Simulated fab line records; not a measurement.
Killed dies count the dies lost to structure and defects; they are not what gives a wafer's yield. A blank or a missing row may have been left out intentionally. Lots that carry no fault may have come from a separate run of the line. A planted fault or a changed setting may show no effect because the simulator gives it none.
Matching of chambers	flow n5 finfet	N5_BEOL_M1_CO_CAP_55 on cvd co-02 has 3 sister chambers
The step material Co, precursor CCTBA/H2, target thk 2 nm, time 102.1 s. 30 wafers are shown with their chamber, then 12 later ones without.

## EACH WAFER AND ITS CHAMBER
wafer	chamber	heater power w (W)
L074.1	2	198
L074.2	1	255
L074.3	0	242
L075.1	1	242
L075.4	1	248
L075.5	2	197
L078.2	2	199
L078.5	0	239
L078.6	2	199
L079.3	0	239
L079.4	1	243
L079.6	0	245
L080.1	0	245
L080.2	1	256
L080.6	0	241
L081.1	1	250
L081.3	2	197
L081.6	0	241
L083.1	1	251
L083.3	2	199
L083.5	1	252
L084.1	0	239
L084.2	1	252
L084.5	2	202
L087.1	1	247
L087.5	0	239
L087.6	1	250
L090.1	1	252
L090.4	2	200
L090.5	1	246

SIGNATURES (means of the wafers above)
reading	chamber 0	chamber 1	chamber 2	scatter within a chamber
heater power w	241.11	249.54	198.88	3.23
Rule: a wafer's distance from a chamber is the root of the sum, over the readings, of the square of ((its reading less the chamber's mean) divided by the reading's scatter). If the next closest chamber is less than 2 further off than the closest, the wafer can't be placed; otherwise it belongs to the closest. The scatter: take each reading less its chamber's mean, square it, sum over the shown wafers, divide by the number of wafers less the number of chambers, and take the root.

## WAFERS MISSING THEIR CHAMBER
wafer	heater power w (W)
L091.3	198
L091.4	255
L091.5	240
L095.2	235
L095.5	199
L095.6	254
L096.1	245
L096.2	255
L096.3	198
L097.2	237
L097.4	203
L097.6	257

## CHAMBER TAKEN BY EACH
wafer	from the rows above	in truth
L091.3	2	2
L091.4	1	1
L091.5	0	0
L095.2	0	0
L095.5	2	2
L095.6	1	1
L096.1	can't be placed: 0 or 1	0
L096.2	1	1
L096.3	2	2
L097.2	0	0
L097.4	2	2
L097.6	1	1
Placed correctly: 11 of 12. These rows do not allow placing 1 (true chamber among the candidates in 1). Wrongly placed: 0.
